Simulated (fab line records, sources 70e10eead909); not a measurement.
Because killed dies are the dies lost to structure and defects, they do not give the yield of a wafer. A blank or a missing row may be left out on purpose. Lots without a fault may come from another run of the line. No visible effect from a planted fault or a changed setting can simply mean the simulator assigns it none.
fab line records + flow nandHarc
record
- lots=14
- wafers=42
- lastDay=24
route steps=1159 shown P_M1@310 P_M2@331
lots that met no fault: taken from a fault-free run of the same line
startH: hours from the record's opening day to when the first of the lot's shown wafers began + waitH: hours from the lot's prior step to this one + " as in the row above + L1.1+2: a single row standing in for several wafers + - no value present, or no start provided + * or withheld: withheld + < > ~ a bound
route shown NAME@n: a module of which the file shows steps, and the number in the route of the first + usual: mean/standard deviation of fault-free wafers + same: alike in all rows + chamber/n: place in a boat + sites: the reading at each site + _std_site: their standard deviation + _edge_site: mean of outer sites minus mean of inner sites + radiusMm: how far each site lies from the wafer's centre + mask NAME#n: copy n + behind: tool/chamber where the wafer was last shaped + hold: reason for holding the lot/hours on hold/outcome of the hold + device: names the non-switching transistor (n, p or np) + end of line: the route-end tests of the same wafers + for a step that has no rows: nothing shown but its recipe + killed: dies that structure and defects cost at the first sort, which is not the same as the wafer's yield + map: a wafer's dies, marking killed ones x, the rest . and places with no die _
set.NAME: setting as actually run; set.NAME@STEP: the setting as run at that earlier step + model.NAME: the simulator's own value behind a step, which no gauge read
route steps across a sampled set of lots; one table per step, one row per wafer
services: a tool's chamber out of use, with start hour (startH, from the record's first day; less than 0 if before it), hours out, and reason
## steps
# step NHARC_P_M1_ANNEAL_31
# recipe
- tempC=225
- timeS=90
# usual
- annealTempCMax=225.74/0.24
- wafer_temp_C_max=226.06/0.28
| lot.wafer | tool         | chamber | startH | waitH | annealTempCMax | wafer_temp_C_max |
|-----------|--------------|---------|--------|-------|----------------|------------------|
| L411.1    | rtpAnneal-02 | 0       | 133.94 | 0.3   | 225.51         | 226.37           |
| L411.3    | "            | 0       | "      | "     | 225.58         | 226.33           |
| L411.6    | "            | 0       | "      | "     | 225.85         | 226.29           |
| L410.2    | rtpAnneal-02 | 0       | 136.16 | 0.3   | 225.45         | 227.03           |
| L410.3    | "            | 0       | "      | "     | 225.14         | 225.99           |
| L410.5    | "            | 0       | "      | "     | 225.81         | 225.97           |
| L412.2    | rtpAnneal-02 | 0       | 143.46 | 0.4   | 225.56         | 226.22           |
| L412.3    | "            | 0       | "      | "     | 225.60         | 225.90           |
| L412.4    | "            | 0       | "      | "     | 225.64         | 226.30           |
| L414.1    | rtpAnneal-01 | 0       | 146.57 | 0.3   | 225.84         | 225.63           |
| L414.4    | "            | 0       | "      | "     | 225.70         | 226.08           |
| L414.5    | "            | 0       | "      | "     | 225.80         | 226.06           |
| L413.3    | rtpAnneal-02 | 0       | 147.39 | -     | 225.56         | 226.44           |
| L413.5    | "            | 0       | "      | "     | 225.63         | 226.45           |
| L413.6    | "            | 0       | "      | "     | 225.71         | 226.06           |
| L415.4    | rtpAnneal-01 | 0       | 151.76 | 0.7   | 225.84         | 225.72           |
| L415.5    | "            | 0       | "      | "     | 225.91         | 225.91           |
| L415.6    | "            | 0       | "      | "     | 225.87         | 226.12           |
| L424.1    | rtpAnneal-01 | 0       | 195.06 | -     | 226.18         | 225.80           |
| L424.4    | "            | 0       | "      | "     | 226.22         | 225.70           |
| L424.5    | "            | 0       | "      | "     | 226.21         | 226.04           |
| L426.1    | rtpAnneal-02 | 0       | 220.32 | 0.3   | 225.78         | 225.98           |
| L426.3    | "            | 0       | "      | "     | 225.76         | 226.19           |
| L426.5    | "            | 0       | "      | "     | 225.62         | 225.85           |
| L429.3    | rtpAnneal-02 | 0       | 235.85 | -     | 225.78         | 226.59           |
| L429.4    | "            | 0       | "      | "     | 225.53         | 226.46           |
| L429.6    | "            | 0       | "      | "     | 225.35         | 226.25           |
| L428.1    | rtpAnneal-02 | 0       | 240.29 | -     | 225.53         | 226.25           |
| L428.2    | "            | 0       | "      | "     | 225.70         | 225.88           |
| L428.6    | "            | 0       | "      | "     | 225.54         | 226.06           |
| L430.1    | rtpAnneal-02 | 0       | 240.89 | 0.3   | 225.77         | 225.96           |
| L430.3    | "            | 0       | "      | "     | 225.67         | 226.30           |
| L430.6    | "            | 0       | "      | "     | 226.02         | 226.38           |
| L432.1    | rtpAnneal-01 | 0       | 249.42 | 0.3   | 226.02         | 226.05           |
| L432.2    | "            | 0       | "      | "     | 226.04         | 226.13           |
| L432.5    | "            | 0       | "      | "     | 226.11         | 225.81           |
| L431.4    | rtpAnneal-02 | 0       | 249.78 | 0.4   | 225.73         | 225.84           |
| L431.5    | "            | 0       | "      | "     | 225.92         | 225.83           |
| L431.6    | "            | 0       | "      | "     | 225.76         | 226.38           |
| L433.1    | rtpAnneal-01 | 0       | 256.71 | 0.3   | 225.85         | 225.69           |
| L433.2    | "            | 0       | "      | "     | 225.98         | 225.79           |
| L433.5    | "            | 0       | "      | "     | 226.01         | 225.78           |
# step NHARC_P_M1_CMP_23
# recipe
- tOverpolishS=20
- targetThkNm=157.82
# usual
- motorCurrentA=12.0/1.4
- timeToEndpointS=29/3.5
| lot.wafer | tool   | chamber | startH | waitH | motorCurrentA | timeToEndpointS |
|-----------|--------|---------|--------|-------|---------------|-----------------|
| L411.1    | cmp-03 | 2       | 134.29 | -     | 12.3          | 28              |
| L411.3    | "      | 3       | "      | "     | 14.6          | 28              |
| L411.6    | "      | 2       | "      | "     | 12.6          | 27              |
| L410.3    | cmp-01 | 0       | 136.48 | -     | 12.8          | 28              |
| L410.2    | "      | 2       | "      | "     | 10.2          | 33              |
| L410.5    | "      | 0       | "      | "     | 12.2          | 28              |
| L412.3    | cmp-03 | 0       | 143.78 | -     | 10.2          | 31              |
| L412.2    | "      | 1       | "      | "     | 11.8          | 29              |
| L412.4    | "      | 2       | "      | "     | 12.6          | 27              |
| L414.4    | cmp-04 | 2       | 146.95 | -     | 13.5          | 27              |
| L414.1    | "      | 0       | "      | "     | 13.7          | 31              |
| L414.5    | "      | 2       | "      | "     | 13.2          | 26              |
| L413.3    | cmp-03 | 1       | 147.66 | -     | 11.6          | 27              |
| L413.5    | "      | 0       | "      | "     | 10.5          | 31              |
| L413.6    | "      | 1       | "      | "     | 11.6          | 28              |
| L415.4    | cmp-01 | 2       | 152.04 | -     | 10.3          | 34              |
| L415.6    | "      | 3       | "      | "     | 11.1          | 23              |
| L415.5    | "      | 0       | "      | "     | 12.1          | 29              |
| L424.4    | cmp-01 | 0       | 195.40 | -     | 12.6          | 31              |
| L424.1    | "      | 1       | "      | "     | 11.5          | 28              |
| L424.5    | "      | 0       | "      | "     | 12.1          | 30              |
| L426.3    | cmp-01 | 1       | 220.67 | -     | 11.1          | 30              |
| L426.1    | "      | 0       | "      | "     | 13.3          | 32              |
| L426.5    | "      | 2       | "      | "     | 10.6          | 32              |
| L429.4    | cmp-01 | 2       | 236.15 | -     | 10.4          | 35              |
| L429.3    | "      | 3       | "      | "     | 11.0          | 26              |
| L429.6    | "      | 0       | "      | "     | 12.8          | 34              |
| L428.1    | cmp-04 | 3       | 240.66 | -     | 11.4          | 33              |
| L428.2    | "      | 0       | "      | "     | 12.5          | 34              |
| L428.6    | "      | 3       | "      | "     | 11.8          | 34              |
| L430.3    | cmp-03 | 2       | 241.24 | -     | 12.7          | 24              |
| L430.1    | "      | 3       | "      | "     | 15.2          | 28              |
| L430.6    | "      | 2       | "      | "     | 12.4          | 22              |
| L432.2    | cmp-01 | 2       | 249.78 | -     | 10.0          | 36              |
| L432.1    | "      | 1       | "      | "     | 11.5          | 29              |
| L432.5    | "      | 2       | "      | "     | 10.7          | 32              |
| L431.4    | cmp-04 | 0       | 250.07 | -     | 13.5          | 35              |
| L431.6    | "      | 1       | "      | "     | 11.4          | 31              |
| L431.5    | "      | 2       | "      | "     | 13.3          | 28              |
| L433.1    | cmp-01 | 3       | 257.11 | -     | 11.1          | 25              |
| L433.2    | "      | 0       | "      | "     | 12.6          | 33              |
| L433.5    | "      | 1       | "      | "     | 11.5          | 29              |
# step NHARC_P_M2_DESCUM_14
# recipe
- timeS=3
- o2FlowSccm=200
- arFlowSccm=0
- biasPowerW=0
- chemistry=O2
# usual
- drypumpMotorCurrentA=5.8/0.37
- oesProductAu=1.002/0.017
- rfVppV=57.7/0.86
- showerheadPlenumPTorr=1.92/0.076
- throttleValvePct=11.311/0.0099
| lot.wafer | tool       | chamber | startH | waitH | drypumpMotorCurrentA | oesProductAu | rfHoursCounterH | rfVppV | showerheadPlenumPTorr | throttleValvePct |
|-----------|------------|---------|--------|-------|----------------------|--------------|-----------------|--------|-----------------------|------------------|
| L411.3    | rieDiel-11 | 0       | 136.21 | 0.1   | 5.6                  | 0.980        | 4               | 58.2   | 1.98                  | 11.327           |
| L411.1    | "          | 1       | "      | "     | 5.3                  | 1.018        | 4               | 58.9   | 1.95                  | 11.309           |
| L411.6    | "          | 0       | "      | "     | 5.6                  | 0.972        | -               | 58.0   | 1.97                  | 11.322           |
| L410.3    | rieDiel-11 | 1       | 138.50 | 0.1   | 5.3                  | 1.026        | 4               | 57.8   | 1.95                  | 11.309           |
| L410.2    | "          | 3       | "      | "     | 6.1                  | 1.014        | 5               | 56.9   | 2.04                  | 11.300           |
| L410.5    | "          | 0       | "      | "     | 5.6                  | 0.976        | -               | 59.1   | 1.97                  | 11.311           |
| L412.3    | rieDiel-11 | 3       | 145.72 | 0.1   | 6.1                  | 1.008        | 5               | 57.4   | 2.04                  | 11.310           |
| L412.4    | "          | 0       | "      | "     | 5.6                  | 0.979        | 5               | 56.6   | 1.97                  | 11.327           |
| L412.2    | "          | 1       | "      | "     | 5.3                  | 1.027        | 4               | 57.9   | 1.95                  | 11.299           |
| L414.4    | rieDiel-11 | 2       | 148.99 | 0.1   | 5.8                  | 0.989        | 5               | 56.2   | 1.85                  | 11.285           |
| L414.1    | "          | 3       | "      | "     | 6.2                  | 1.020        | 5               | 59.4   | 2.04                  | 11.301           |
| L414.5    | "          | 1       | "      | "     | 5.3                  | 1.024        | -               | 57.4   | 1.95                  | 11.302           |
| L413.3    | rieDiel-11 | 1       | 149.90 | 0.1   | 5.3                  | 1.025        | 5               | 59.5   | 1.95                  | 11.308           |
| L413.6    | "          | 0       | "      | "     | 5.7                  | 0.980        | -               | 57.9   | 1.97                  | 11.304           |
| L413.5    | "          | 1       | "      | "     | 5.3                  | 1.033        | -               | 57.5   | 1.95                  | 11.296           |
| L415.4    | rieDiel-11 | 1       | 154.16 | 0.1   | 5.3                  | 1.028        | -               | 58.5   | 1.95                  | 11.309           |
| L415.5    | "          | 2       | "      | "     | 5.8                  | 0.987        | -               | 57.1   | 1.85                  | 11.330           |
| L415.6    | "          | 3       | "      | "     | 6.2                  | 1.006        | -               | 58.1   | 2.04                  | 11.298           |
| L424.1    | rieDiel-12 | 0       | 197.49 | 0.1   | 6.6                  | 0.997        | 30              | 57.3   | 1.90                  | 11.324           |
| L424.4    | "          | 2       | "      | "     | 5.4                  | 0.994        | 29              | 56.7   | 1.93                  | 11.320           |
| L424.5    | "          | 1       | "      | "     | 5.9                  | 1.009        | -               | 58.1   | 1.88                  | 11.329           |
| L426.1    | rieDiel-12 | 3       | 222.73 | 0.1   | 6.3                  | 1.014        | 1               | 57.1   | 1.79                  | 11.312           |
| L426.3    | "          | 0       | "      | "     | 6.6                  | 0.993        | 1               | 57.1   | 1.90                  | 11.306           |
| L426.5    | "          | 1       | "      | "     | 6.0                  | 1.010        | -               | 55.9   | 1.88                  | 11.298           |
| L429.3    | rieDiel-12 | 1       | 238.15 | 0.1   | 5.9                  | 1.009        | 2               | 57.9   | 1.88                  | 11.314           |
| L429.4    | "          | 3       | "      | "     | 6.3                  | 1.033        | 3               | 56.8   | 1.79                  | 11.302           |
| L429.6    | "          | 2       | "      | "     | 5.4                  | 1.002        | -               | 57.8   | 1.93                  | 11.329           |
| L428.1    | rieDiel-11 | 2       | 242.55 | 0.1   | 5.7                  | 0.991        | 2               | 58.7   | 1.85                  | 11.294           |
| L428.2    | "          | 3       | "      | "     | 6.2                  | 1.001        | 2               | 58.2   | 2.04                  | 11.303           |
| L428.6    | "          | 2       | "      | "     | 5.8                  | 0.995        | -               | 57.4   | 1.85                  | 11.304           |
| L430.3    | rieDiel-12 | 0       | 243.43 | 0.1   | 6.6                  | 0.989        | 4               | 57.1   | 1.90                  | 11.306           |
| L430.1    | "          | 3       | "      | "     | 6.3                  | 1.027        | 5               | 58.5   | 1.79                  | 11.313           |
| L430.6    | "          | 0       | "      | "     | 6.7                  | 0.996        | -               | 57.6   | 1.90                  | 11.316           |
| L432.1    | rieDiel-11 | 2       | 252.06 | 0.1   | 5.7                  | 0.993        | 2               | 57.4   | 1.85                  | 11.326           |
| L432.2    | "          | 0       | "      | "     | 5.6                  | 0.993        | 2               | 57.4   | 1.97                  | 11.314           |
| L432.5    | "          | 3       | "      | "     | 6.2                  | 1.006        | -               | 58.6   | 2.04                  | 11.307           |
| L431.4    | rieDiel-11 | 0       | 252.24 | 0.1   | 5.7                  | 0.985        | 2               | 57.1   | 1.97                  | 11.307           |
| L431.6    | "          | 1       | "      | "     | 5.4                  | 1.030        | -               | 56.8   | 1.95                  | 11.304           |
| L431.5    | "          | 2       | "      | "     | 5.7                  | 0.993        | -               | 56.0   | 1.85                  | 11.291           |
| L433.1    | rieDiel-11 | 1       | 258.96 | 0.1   | 5.3                  | 1.029        | 2               | 59.1   | 1.95                  | 11.317           |
| L433.2    | "          | 2       | "      | "     | 5.8                  | 1.003        | 2               | 56.7   | 1.85                  | 11.299           |
| L433.5    | "          | 1       | "      | "     | 5.3                  | 1.035        | -               | 59.2   | 1.95                  | 11.306           |
# step NHARC_P_M2_ETCH_28
# recipe
- targetDepthA=300
- overEtchFrac=0.3
- timeS=72.99
- ionEnergyEv=150
- cf4FlowSccm=50
- n2FlowSccm=100
- arFlowSccm=150
- rfW=300
- biasW=100
- chemistry=CF4/N2
# usual
- cf4FlowSccm=50.00/0.16
- drypumpMotorCurrentA=5.8/0.36
- oesProductAu=1.003/0.018
- rfVppV=314.4/1.8
- showerheadPlenumPTorr=2.65/0.099
- throttleValvePct=19.795/0.0077
| lot.wafer | tool       | chamber | startH | waitH | cf4FlowSccm | drypumpMotorCurrentA | oesProductAu | rfHoursCounterH | rfVppV | showerheadPlenumPTorr | throttleValvePct |
|-----------|------------|---------|--------|-------|-------------|----------------------|--------------|-----------------|--------|-----------------------|------------------|
| L411.3    | rieDiel-11 | 2       | 136.82 | -     | 50.15       | 5.8                  | 0.999        | 4               | 312.2  | 2.54                  | 19.787           |
| L411.1    | "          | 1       | "      | "     | 49.73       | 5.3                  | 1.038        | 4               | 314.6  | 2.67                  | 19.788           |
| L411.6    | "          | 3       | "      | "     | 50.10       | 6.2                  | 1.024        | -               | 317.1  | 2.79                  | 19.799           |
| L410.3    | rieDiel-11 | 3       | 139.11 | -     | 50.10       | 6.2                  | 1.005        | 5               | 315.8  | 2.79                  | 19.790           |
| L410.2    | "          | 0       | "      | "     | 49.99       | 5.7                  | 0.969        | 4               | 315.5  | 2.71                  | 19.782           |
| L410.5    | "          | 3       | "      | "     | 49.83       | 6.2                  | 1.011        | -               | 315.8  | 2.79                  | 19.790           |
| L412.3    | rieDiel-11 | 2       | 146.34 | -     | 50.24       | 5.8                  | 0.975        | 5               | 312.2  | 2.54                  | 19.793           |
| L412.2    | "          | 3       | "      | "     | 50.20       | 6.1                  | 1.009        | 5               | 316.3  | 2.79                  | 19.800           |
| L412.4    | "          | 0       | "      | "     | 50.08       | 5.7                  | 0.970        | 5               | 314.4  | 2.70                  | 19.802           |
| L414.4    | rieDiel-12 | 3       | 149.73 | -     | 50.03       | 6.3                  | 1.016        | 20              | 312.4  | 2.47                  | 19.794           |
| L414.1    | "          | 2       | "      | "     | 50.27       | 5.4                  | 1.006        | 19              | 315.8  | 2.65                  | 19.793           |
| L414.5    | "          | 3       | "      | "     | 50.01       | 6.3                  | 1.026        | -               | 310.7  | 2.47                  | 19.790           |
| L413.3    | rieDiel-11 | 0       | 150.52 | -     | 49.97       | 5.6                  | 0.986        | 5               | 315.5  | 2.70                  | 19.813           |
| L413.5    | "          | 3       | "      | "     | 50.03       | 6.2                  | 0.839        | -               | 317.1  | 2.79                  | 19.789           |
| L413.6    | "          | 0       | "      | "     | 49.94       | 5.7                  | 0.815        | -               | 314.3  | 2.70                  | 19.800           |
| L415.6    | rieDiel-11 | 1       | 154.87 | -     | 50.06       | 5.3                  | 0.849        | -               | 314.6  | 2.67                  | 19.786           |
| L415.4    | "          | 2       | "      | "     | 50.06       | 5.8                  | 0.980        | -               | 312.9  | 2.54                  | 19.783           |
| L415.5    | "          | 3       | "      | "     | 50.18       | 6.1                  | 0.832        | -               | 316.4  | 2.79                  | 19.791           |
| L424.4    | rieDiel-12 | 0       | 198.68 | -     | 50.21       | 6.6                  | 0.998        | 31              | 313.1  | 2.61                  | 19.800           |
| L424.1    | "          | 2       | "      | "     | 50.08       | 5.4                  | 1.000        | 30              | 312.9  | 2.64                  | 19.791           |
| L424.5    | "          | 1       | "      | "     | 49.94       | 6.0                  | 0.994        | -               | 314.0  | 2.59                  | 19.802           |
| L426.3    | rieDiel-11 | 3       | 223.35 | -     | 49.79       | 6.2                  | 1.016        | 1               | 317.8  | 2.79                  | 19.788           |
| L426.1    | "          | 0       | "      | "     | 49.91       | 5.7                  | 1.005        | 1               | 315.0  | 2.70                  | 19.799           |
| L426.5    | "          | 1       | "      | "     | 50.10       | 5.3                  | 1.039        | -               | 315.4  | 2.67                  | 19.789           |
| L429.3    | rieDiel-11 | 0       | 238.77 | -     | 49.89       | 5.7                  | 0.997        | 2               | 315.7  | 2.70                  | 19.804           |
| L429.4    | "          | 3       | "      | "     | 49.94       | 6.1                  | 1.000        | 2               | 316.9  | 2.79                  | 19.805           |
| L429.6    | "          | 0       | "      | "     | 49.90       | 5.7                  | 1.001        | -               | 315.1  | 2.70                  | 19.780           |
| L428.2    | rieDiel-11 | 3       | 243.25 | -     | 49.65       | 6.2                  | 0.995        | 2               | 317.4  | 2.79                  | 19.794           |
| L428.1    | "          | 0       | "      | "     | 49.80       | 5.6                  | 0.993        | 2               | 315.2  | 2.70                  | 19.792           |
| L428.6    | "          | 2       | "      | "     | 49.73       | 5.7                  | 0.995        | -               | 313.9  | 2.54                  | 19.788           |
| L430.3    | rieDiel-12 | 2       | 244.06 | -     | 49.89       | 5.4                  | 0.981        | 5               | 314.6  | 2.64                  | 19.795           |
| L430.1    | "          | 3       | "      | "     | 50.09       | 6.3                  | 1.021        | 5               | 310.8  | 2.46                  | 19.791           |
| L430.6    | "          | 2       | "      | "     | 50.02       | 5.4                  | 0.979        | -               | 315.1  | 2.64                  | 19.815           |
| L432.1    | rieDiel-12 | 2       | 252.72 | -     | 49.83       | 5.4                  | 0.992        | 5               | 314.9  | 2.64                  | 19.792           |
| L432.2    | "          | 1       | "      | "     | 49.84       | 5.9                  | 1.014        | 5               | 314.2  | 2.58                  | 19.787           |
| L432.5    | "          | 2       | "      | "     | 49.95       | 5.4                  | 0.992        | -               | 314.0  | 2.64                  | 19.792           |
| L431.4    | rieDiel-11 | 1       | 252.85 | -     | 50.10       | 5.3                  | 1.025        | 2               | 315.4  | 2.67                  | 19.785           |
| L431.5    | "          | 0       | "      | "     | 50.15       | 5.6                  | 1.001        | -               | 315.2  | 2.70                  | 19.789           |
| L431.6    | "          | 1       | "      | "     | 50.09       | 5.3                  | 1.030        | -               | 315.0  | 2.67                  | 19.788           |
| L433.1    | rieDiel-11 | 3       | 259.58 | -     | 50.13       | 6.2                  | 0.998        | 3               | 317.1  | 2.79                  | 19.799           |
| L433.2    | "          | 0       | "      | "     | 49.88       | 5.6                  | 1.000        | 2               | 315.4  | 2.70                  | 19.810           |
| L433.5    | "          | 2       | "      | "     | 50.18       | 5.8                  | 0.991        | -               | 312.7  | 2.54                  | 19.806           |
## services
| tool       | chamber | startH | hours | kind   |
|------------|---------|--------|-------|--------|
| rieDiel-11 | 0       | 119.53 | -     | clean  |
| rieDiel-11 | 1       | 119.53 | -     | clean  |
| cmp-03     | -       | 144.96 | 1.5   | repair |
| rieDiel-11 | 0       | 152.29 | 2.6   | repair |
| cmp-03     | -       | 156.00 | 4.0   | pm     |
| cmp-01     | -       | 158.02 | 2.4   | repair |
| rieDiel-12 | 1       | 161.78 | 6.8   | repair |
| cmp-04     | -       | 164.84 | 4.5   | repair |
| cmp-01     | -       | 168.16 | 0.5   | repair |
| rieDiel-11 | 3       | 168.26 | 18.9  | repair |
| cmp-03     | -       | 177.27 | 2.0   | repair |
| cmp-01     | -       | 179.64 | 4.0   | pm     |
| rieDiel-12 | 0       | 180.73 | 6.9   | repair |
| rieDiel-11 | -       | 189.50 | 9.0   | pm     |
| cmp-04     | -       | 195.17 | 0.2   | repair |
| rieDiel-12 | -       | 202.54 | 9.0   | pm     |
| cmp-04     | -       | 203.00 | 4.0   | pm     |
| cmp-03     | -       | 215.34 | 7.8   | repair |
| cmp-01     | -       | 223.67 | 3.0   | repair |
| rieDiel-12 | 1       | 232.61 | 3.2   | repair |
| rieDiel-11 | 1       | 241.05 | 7.2   | repair |
| cmp-04     | -       | 244.91 | 1.0   | repair |
| cmp-03     | -       | 254.00 | 4.0   | pm     |
| cmp-04     | -       | 255.27 | 0.6   | repair |
## key
firstSign
- step=NHARC_P_M2_ETCH_28
- reading=oesProductAu
- direction=down
- sigmas=9.5
- usual=1.003
- struck=0.834
effect none on later readings
metAt NHARC_P_M2_ETCH_28
struckLots L413,L415
struckWafers L413.5,L413.6,L415.5,L415.6
sortLeftOut L413.5,L413.6,L415.5,L415.6
notActingAt NHARC_P_M1_ANNEAL_31,NHARC_P_M1_CMP_23,NHARC_P_M2_DESCUM_14
onsetBetween 146.34 150.52
fault
- kind=processParameterDrift
- tool=rieDiel-11
- chamber=-
- onsetH=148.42
- steps=NHARC_P_M2_ETCH_28
- channel=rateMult
- offset=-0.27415
- shape=step
- endH=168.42
- scope=struckWafersOnly
# sortLeftOut: the simulated sort isn't trusted on such a fault, so these wafers' sort isn't shown, and their yield isn't known
